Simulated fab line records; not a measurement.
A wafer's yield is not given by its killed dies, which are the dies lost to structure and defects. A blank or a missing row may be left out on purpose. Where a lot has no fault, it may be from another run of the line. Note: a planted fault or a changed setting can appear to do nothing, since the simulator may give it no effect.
fab line records | flow n5_finfet
[record] lots = 7 | wafers = 21
route steps=1938 shown BEOL_M13@1687 BEOL_M14@1762 MIM_BOT_LITHO@1858
start_h: hours from the record's opening day to when the first of the lot's shown wafers began | wait_h: how many hours have passed since the lot's step before this one | " same as the row above | L1.1+2: one row covering several wafers at once | - no value present, or no start provided | * or withheld: withheld | < > ~ a bound
route shown NAME@n: names a module that has steps shown in the file, with the first one's number in the route | usual: mean/standard deviation of fault-free wafers | same: alike in all rows | chamber/n: place in a boat | sites: each site's reading | _std_site: the values' standard deviation | _edge_site: inner sites' mean taken away from outer sites' mean | radius_mm: for every site, how far away it sits from the centre of the wafer | mask NAME#n: copy n | behind: tool/chamber where the wafer was last shaped | hold: reason for holding the lot/hours on hold/outcome of the hold | device: whichever transistor did not switch (one of n, p or np) | end of line: the tests these same wafers got at the end of their route | a step given without rows: its recipe and nothing more | killed: dies lost to structure and defects at the first sort, not the wafer's yield | map: the dies of a wafer, with x for killed, . for not killed, _ for no die there
set.NAME: the run value of the setting; set.NAME@STEP: its run value at that earlier step | model.NAME: the simulator's own value behind a step, which no gauge read
lots with deliberately changed settings; one table per step, one row per wafer
[[steps]]
[step N5_BEOL_M13_DEVELOP_27]
[recipe] develop_time_s = 45 | rinse_liquid = diw | dry = air_spin | dev_temp_c = 21
lot.wafer  | tool           | chamber | start_h | wait_h | set.develop_time_s
L074.1+2   | litho_track-05 | 0       | -       | -      | 51.67
L074.5     | "              | 0       | "       | "      | 45
L075.1+3   | litho_track-05 | 0       | -       | -      | 42.01
L075.2     | "              | 0       | "       | "      | 45
L078.1+5   | litho_track-01 | 0       | -       | -      | 45
L078.4     | "              | 0       | "       | "      | 35.27
L083.3+6   | litho_track-05 | 0       | -       | -      | 45
L083.5     | "              | 0       | "       | "      | 36.1
L096.2+4   | litho_track-05 | 0       | -       | -      | 48.42
L096.3     | "              | 0       | "       | "      | 45
L094.1+2+3 | litho_track-04 | 0       | -       | -      | 45
L097.3     | litho_track-05 | 0       | -       | -      | 45
L097.4+5   | "              | 0       | "       | "      | 41.5
[step N5_BEOL_M13_HARDBAKE_32]
[recipe] temp_c = 130 | time_s = 120
[step N5_BEOL_M13_CD_MEAS_28]
[recipe] target_cd_nm = 209.5 | landing_energy_ev = 500 | detector = se_inlens
[usual] cd_nm = 209.7/0.73
lot.wafer | tool      | chamber | start_h | wait_h | set.dose_mj@BEOL_M13_EXPOSE_25 | cd_nm
L074.1    | cd_sem-02 | 0       | 249.37  | -      | 22                             | 210.8
L074.2    | "         | 0       | "       | "      | 22                             | 210.4
L074.5    | "         | 0       | "       | "      | 22                             | 209.9
L075.1    | cd_sem-03 | 0       | 252.37  | -      | 22                             | 209.8
L075.2    | "         | 0       | "       | "      | 22                             | 209.8
L075.3    | "         | 0       | "       | "      | 22                             | 210.3
L078.1    | cd_sem-01 | 0       | 278.72  | -      | 22.67                          | 213.3
L078.4    | "         | 0       | "       | "      | 22.67                          | 212.9
L078.5    | "         | 0       | "       | "      | 22.67                          | 213.6
L083.3    | cd_sem-01 | 0       | 321.29  | -      | 22                             | 209.3
L083.5    | "         | 0       | "       | "      | 22                             | 208.4
L083.6    | "         | 0       | "       | "      | 20.93                          | 204.6
L096.2    | cd_sem-01 | 0       | 379.43  | -      | 22                             | 209.6
L096.3    | "         | 0       | "       | "      | 22                             | 208.8
L096.4    | "         | 0       | "       | "      | 22                             | 209.9
L094.1    | cd_sem-03 | 0       | 382.39  | -      | 22                             | 208.3
L094.2    | "         | 0       | "       | "      | 22                             | 208.5
L094.3    | "         | 0       | "       | "      | 22                             | 208.1
L097.3    | cd_sem-01 | 0       | 398.83  | -      | 23.05                          | 214.9
L097.4    | "         | 0       | "       | "      | 22                             | 209.4
L097.5    | "         | 0       | "       | "      | 23.05                          | 214.2
[step N5_BEOL_M13_DESCUM_33]
[recipe] chemistry = O2 | time_s = 7.9 | source_power_w = 50 | bias_power_w = 20 | pressure_mtorr = 20 | rf_frequency_hz = 2.712e+07 | temp_c = 40 | o2_flow_sccm = 225
lot.wafer | tool        | chamber | start_h | wait_h | set.dose_mj@BEOL_M13_EXPOSE_25 | model.BEOL_M13.cd_nm
L074.1    | rie_diel-03 | 0       | 249.60  | 0.2    | 22                             | 210.8
L074.2    | "           | 2       | "       | "      | 22                             | 210.6
L074.5    | "           | 0       | "       | "      | 22                             | 209.8
L075.1    | rie_diel-06 | 2       | 252.46  | 0.0    | 22                             | 209.8
L075.2    | "           | 1       | "       | "      | 22                             | 210.2
L075.3    | "           | 3       | "       | "      | 22                             | 210.4
L078.1    | rie_diel-03 | 2       | 278.81  | 0.0    | 22.67                          | 213.6
L078.4    | "           | 1       | "       | "      | 22.67                          | 213
L078.5    | "           | 2       | "       | "      | 22.67                          | 213.8
L083.3    | rie_diel-03 | 0       | 321.65  | 0.3    | 22                             | 209.2
L083.5    | "           | 3       | "       | "      | 22                             | 208.4
L083.6    | "           | 0       | "       | "      | 20.93                          | 204.8
L096.2    | rie_diel-02 | 0       | 379.54  | 0.1    | 22                             | 209.6
L096.3    | "           | 2       | "       | "      | 22                             | 209.2
L096.4    | "           | 1       | "       | "      | 22                             | 210
L094.1    | rie_diel-06 | 3       | 382.65  | 0.2    | 22                             | 208.4
L094.2    | "           | 0       | "       | "      | 22                             | 208.6
L094.3    | "           | 1       | "       | "      | 22                             | 208
L097.3    | rie_diel-02 | 0       | 398.92  | 0.0    | 23.05                          | 214.4
L097.4    | "           | 3       | "       | "      | 22                             | 209.2
L097.5    | "           | 2       | "       | "      | 23.05                          | 214.2
[step N5_BEOL_M13_ETCH_67]
[recipe] chemistry = CF4 | target = SiARC | target_depth_a = 1430 | time_s = 238.3 | ion_energy_ev = 80 | pressure_mtorr = 40 | source_w = 545 | bias_w = 36 | Ar_flow_sccm = 100 | cf4_flow_sccm = 100 | ends = cleared
lot.wafer | tool        | chamber | start_h | wait_h | set.dose_mj@BEOL_M13_EXPOSE_25 | model.BEOL_M13.cd_nm
L074.1    | rie_diel-03 | 0       | 249.63  | 0.0    | 22                             | 211.4
L074.2    | "           | 2       | "       | "      | 22                             | 211
L074.5    | "           | 0       | "       | "      | 22                             | 210.6
L075.1    | rie_diel-06 | 2       | 252.50  | 0.0    | 22                             | 209.4
L075.2    | "           | 1       | "       | "      | 22                             | 210.6
L075.3    | "           | 3       | "       | "      | 22                             | 209.6
L078.1+5  | rie_diel-03 | 2       | 278.85  | 0.0    | 22.67                          | 213.8
L078.4    | "           | 1       | "       | "      | 22.67                          | 214
L083.3    | rie_diel-03 | 0       | 321.68  | 0.0    | 22                             | 209.2
L083.5    | "           | 3       | "       | "      | 22                             | 208.8
L083.6    | "           | 0       | "       | "      | 20.93                          | 205.2
L096.2+3  | rie_diel-02 | 0,2     | 379.58  | 0.0    | 22                             | 210.4
L096.4    | "           | 1       | "       | "      | 22                             | 211
L094.1    | rie_diel-06 | 3       | 382.69  | 0.0    | 22                             | 208.6
L094.2    | "           | 0       | "       | "      | 22                             | 209
L094.3    | "           | 1       | "       | "      | 22                             | 208.2
L097.3    | rie_diel-02 | 0       | 398.95  | 0.0    | 23.05                          | 214.8
L097.4    | "           | 3       | "       | "      | 22                             | 209.6
L097.5    | "           | 2       | "       | "      | 23.05                          | 214.6
[step N5_BEOL_M13_ETCH_68]
[recipe] chemistry = N2/H2 | target = SOC | mask_material = SiARC | source_w = 3000 | bias_w = 350 | temp_c = 40 | time_s = 355 | ion_energy_ev = 200 | pressure_mtorr = 30 | n2_flow_sccm = 200 | h2_flow_sccm = 200
lot.wafer | tool        | chamber | start_h | wait_h | set.dose_mj@BEOL_M13_EXPOSE_25 | model.BEOL_M13.cd_nm
L074.1+2  | rie_diel-03 | 0,2     | 249.78  | 0.1    | 22                             | 210.4
L074.5    | "           | 0       | "       | "      | 22                             | 209.8
L075.1    | rie_diel-06 | 2       | 252.64  | 0.1    | 22                             | 208.6
L075.2    | "           | 1       | "       | "      | 22                             | 209.8
L075.3    | "           | 3       | "       | "      | 22                             | 211
L078.1    | rie_diel-03 | 2       | 278.99  | 0.1    | 22.67                          | 213.8
L078.4    | "           | 1       | "       | "      | 22.67                          | 214.6
L078.5    | "           | 2       | "       | "      | 22.67                          | 213.2
L083.3    | rie_diel-03 | 0       | 321.83  | 0.1    | 22                             | 209.4
L083.5    | "           | 3       | "       | "      | 22                             | 208.6
L083.6    | "           | 0       | "       | "      | 20.93                          | 204.2
L096.2    | rie_diel-02 | 0       | 379.72  | 0.1    | 22                             | 211.8
L096.3    | "           | 2       | "       | "      | 22                             | 211.6
L096.4    | "           | 1       | "       | "      | 22                             | 212.6
L094.1+2  | rie_diel-06 | 3,0     | 382.83  | 0.1    | 22                             | 208.2
L094.3    | "           | 1       | "       | "      | 22                             | 207.6
L097.3    | rie_diel-02 | 0       | 399.10  | 0.1    | 23.05                          | 215.2
L097.4    | "           | 3       | "       | "      | 22                             | 209.6
L097.5    | "           | 2       | "       | "      | 23.05                          | 214.6
[step N5_BEOL_M13_STRIP_69]
[recipe] chemistry = N2/H2 | temp_c = 40 | n2_flow_sccm = 200 | h2_flow_sccm = 200 | rf_frequency_hz = 6e+07
[step N5_BEOL_M13_TRENCH_ETCH_34]
[recipe] chemistry = C4F8/O2/Ar | target = SiOC | target_depth_a = 4134.7 | mask_material = SOC | pressure_mtorr = 30 | source_w = 3000 | bias_w = 700 | Ar_flow_sccm = 400 | C4F8_flow_sccm = 15 | O2_flow_sccm = 8 | he_inner_torr = 15 | he_outer_torr = 30 | time_s = 162.6 | ion_energy_ev = 250
[step N5_BEOL_M13_STRIP_37]
[recipe] chemistry = N2/H2 | power_w = 1000 | temp_c = 250 | h2_frac = 0.65 | overash_fraction = 0.3 | pressure_mtorr = withheld | n2_flow_sccm = 1750 | h2_flow_sccm = 3250
[step N5_BEOL_M13_ETCH_38]
[recipe] chemistry = CF4/N2 | target = SiCN | target_depth_a = 675 | taper_deg = 2 | time_s = 71.9 | ion_energy_ev = 150 | mask_material = SiO2 | pressure_mtorr = 40 | source_w = 430 | bias_w = 70 | Ar_flow_sccm = 100 | cf4_flow_sccm = 60 | n2_flow_sccm = 60
lot.wafer | tool        | chamber | start_h | wait_h | set.dose_mj@BEOL_M13_EXPOSE_25 | model.BEOL_M13.cd_nm
L074.1+2  | rie_diel-02 | 2,3     | 251.22  | -      | 22                             | 210.4
L074.5    | "           | 2       | "       | "      | 22                             | 210
L075.1    | rie_diel-02 | 2       | 254.26  | -      | 22                             | 208.8
L075.2    | "           | 1       | "       | "      | 22                             | 209.8
L075.3    | "           | 3       | "       | "      | 22                             | 211.2
L078.1    | rie_diel-02 | 2       | 280.96  | -      | 22.67                          | 213.8
L078.4    | "           | 3       | "       | "      | 22.67                          | 214.8
L078.5    | "           | 3       | "       | "      | 22.67                          | 213
L083.3    | rie_diel-02 | 2       | 323.99  | -      | 22                             | 209.4
L083.5    | "           | 2       | "       | "      | 22                             | 208.6
L083.6    | "           | 1       | "       | "      | 20.93                          | 204.4
L096.2    | rie_diel-02 | 3       | 383.17  | -      | 22                             | 212
L096.3    | "           | 2       | "       | "      | 22                             | 211.8
L096.4    | "           | 0       | "       | "      | 22                             | 212.8
L094.1+2  | rie_diel-03 | 1,3     | 383.92  | -      | 22                             | 208.2
L094.3    | "           | 2       | "       | "      | 22                             | 207.4
L097.3    | rie_diel-02 | 2       | 400.31  | -      | 23.05                          | 215.4
L097.4    | "           | 1       | "       | "      | 22                             | 209.8
L097.5    | "           | 2       | "       | "      | 23.05                          | 214.6
[step N5_BEOL_M14_SPUTTER_43]
[recipe] material = TaN | target_thk_a = 150 | temp_c = 50 | bias_v = 168.6 | power_w = 15000 | chamber_pressure_pa = 0.12 | time_s = 24.19
lot.wafer  | tool           | chamber | start_h | wait_h | set.power_w | model.TaN_of_BEOL_M14_SPUTTER_43.thk_nm
L074.1     | pvd_sputter-01 | -       | 259.41  | 0.0    | 16970       | 17
L074.2+5   | "              | -       | "       | "      | 16970       | 16.8
L075.1     | pvd_sputter-02 | -       | 259.66  | 0.0    | 15000       | 14.8
L075.2+3   | "              | -       | "       | "      | 15000       | 15
L078.1+4   | pvd_sputter-02 | -       | 289.99  | 0.0    | 15000       | 14.8
L078.5     | "              | -       | "       | "      | 15000       | 15
L083.3     | pvd_sputter-01 | -       | 333.20  | 0.0    | 15000       | 15
L083.5     | "              | -       | "       | "      | 16950       | 17.2
L083.6     | "              | -       | "       | "      | 16950       | 17
L096.2     | pvd_sputter-01 | -       | 392.81  | 0.0    | 15710       | 15.6
L096.3+4   | "              | -       | "       | "      | 15000       | 14.8
L094.1+2+3 | pvd_sputter-03 | -       | 392.85  | 0.0    | 15000       | 15
L097.3+5   | pvd_sputter-01 | -       | 405.83  | 0.0    | 13170       | 13.2
L097.4     | "              | -       | "       | "      | 15000       | 15.2
[step N5_MIM_BOT_LITHO_EXPOSE_05]
[recipe] mask_id = MIM_BOT | na = 0.55 | source_shape = conventional | sigma_outer = 0.8 | polarization = unpolarized | dose_mj = 24.25
lot.wafer  | tool           | chamber | start_h | wait_h | mask      | set.dose_mj
L074.1     | krf_scanner-01 | 0       | 273.52  | -      | MIM_BOT#0 | 24.87
L074.2+5   | "              | 0       | "       | "      | MIM_BOT#0 | 24.25
L075.1     | krf_scanner-02 | 0       | 273.80  | -      | MIM_BOT#0 | 24.25
L075.2+3   | "              | 0       | "       | "      | MIM_BOT#0 | 22.67
L078.1+5   | krf_scanner-01 | 0       | 309.21  | -      | MIM_BOT#0 | 25.36
L078.4     | "              | 0       | "       | "      | MIM_BOT#0 | 24.25
L083.3+5+6 | krf_scanner-02 | 0       | 344.93  | -      | MIM_BOT#0 | 24.25
L094.1+2+3 | krf_scanner-01 | 0       | 404.60  | -      | MIM_BOT#0 | 24.25
L096.2+3+4 | krf_scanner-01 | 0       | 404.95  | -      | MIM_BOT#0 | 24.25
L097.3+5   | krf_scanner-01 | 0       | 418.42  | -      | MIM_BOT#0 | 22.77
L097.4     | "              | 0       | "       | "      | MIM_BOT#0 | 24.25
[step N5_MIM_BOT_LITHO_PEB_06]
[recipe] peb_temp_c = withheld | peb_time_s = *
lot.wafer  | tool           | chamber | start_h | wait_h | set.peb_time_s
L074.1+5   | litho_track-01 | 0       | 273.58  | 0.1    | *
L074.2     | "              | 0       | "       | "      | *
L075.1+3   | litho_track-02 | 0       | 273.86  | 0.1    | *
L075.2     | "              | 0       | "       | "      | *
L078.1+5   | litho_track-03 | 0       | 309.27  | 0.1    | *
L078.4     | "              | 0       | "       | "      | *
L083.3     | litho_track-02 | 0       | 344.98  | 0.0    | *
L083.5+6   | "              | 0       | "       | "      | *
L094.1+2+3 | litho_track-03 | 0       | 404.65  | 0.1    | *
L096.2     | litho_track-01 | 0       | 405.00  | 0.0    | *
L096.3+4   | "              | 0       | "       | "      | *
L097.3+4+5 | litho_track-03 | 0       | 418.46  | 0.0    | *
[step N5_MIM_BOT_LITHO_DEVELOP_07]
[recipe] develop_time_s = 60 | rinse_liquid = diw | dry = air_spin | dev_temp_c = 21
[step N5_MIM_BOT_LITHO_HARDBAKE_09]
[recipe] temp_c = 130 | time_s = 120
[step N5_MIM_BOT_LITHO_CD_MEAS_08]
[recipe] target_cd_nm = 3000 | landing_energy_ev = 500 | detector = se_inlens | polarity = opening
[usual] cd_nm = 2999.7/1.5
lot.wafer | tool      | chamber | start_h | wait_h | set.dose_mj@MIM_BOT_LITHO_EXPOSE_05 | cd_nm
L074.1    | cd_sem-03 | 0       | 273.69  | -      | 24.87                               | 3002.1
L074.2    | "         | 0       | "       | "      | 24.25                               | 3002.4
L074.5    | "         | 0       | "       | "      | 24.25                               | 2998.5
L075.1    | cd_sem-01 | 0       | 273.98  | -      | 24.25                               | 2995.0
L075.2    | "         | 0       | "       | "      | 22.67                               | 2986.8
L075.3    | "         | 0       | "       | "      | 22.67                               | 2985.9
L078.1    | cd_sem-01 | 0       | 309.39  | -      | 25.36                               | 3000.7
L078.4    | "         | 0       | "       | "      | 24.25                               | 2996.1
L078.5    | "         | 0       | "       | "      | 25.36                               | 3000.4
L083.3    | cd_sem-02 | 0       | 345.10  | -      | 24.25                               | 2999.4
L083.5    | "         | 0       | "       | "      | 24.25                               | 2996.6
L083.6    | "         | 0       | "       | "      | 24.25                               | 2996.9
L094.1    | cd_sem-01 | 0       | 404.77  | -      | 24.25                               | 3001.1
L094.2    | "         | 0       | "       | "      | 24.25                               | 2999.7
L094.3    | "         | 0       | "       | "      | 24.25                               | 3000.1
L096.2    | cd_sem-01 | 0       | 405.12  | -      | 24.25                               | 3002.9
L096.3    | "         | 0       | "       | "      | 24.25                               | 3000.1
L096.4    | "         | 0       | "       | "      | 24.25                               | 2998.7
L097.3    | cd_sem-01 | 0       | 418.58  | -      | 22.77                               | 2985.3
L097.4    | "         | 0       | "       | "      | 24.25                               | 2997.3
L097.5    | "         | 0       | "       | "      | 22.77                               | 2988.7
[[key]]
[split] step = N5_BEOL_M13_DEVELOP_27 | setting = develop_time_s | stated = 45 | by = wafer
response none clear
[split] step = N5_BEOL_M14_SPUTTER_43 | setting = power_w | stated = 15000 | by = wafer
[response] step = N5_BEOL_M14_SPUTTER_43 | reading = model.TaN_of_BEOL_M14_SPUTTER_43.thk_nm | change = +0.163 | per = 1% | r = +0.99
[split] step = N5_MIM_BOT_LITHO_EXPOSE_05 | setting = dose_mj | stated = 24.25 | by = wafer
[response] step = N5_MIM_BOT_LITHO_CD_MEAS_08 | reading = cd_nm | change = +1.34 | per = 1% | r = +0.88
[split] step = N5_MIM_BOT_LITHO_PEB_06 | setting = peb_time_s | stated = * | by = wafer
response none clear
split outside_this_file step=N5_BEOL_M13_EXPOSE_25 setting=dose_mj
// split outside_this_file: this setting was split too, and the file shows its column; the key of that split is in another file
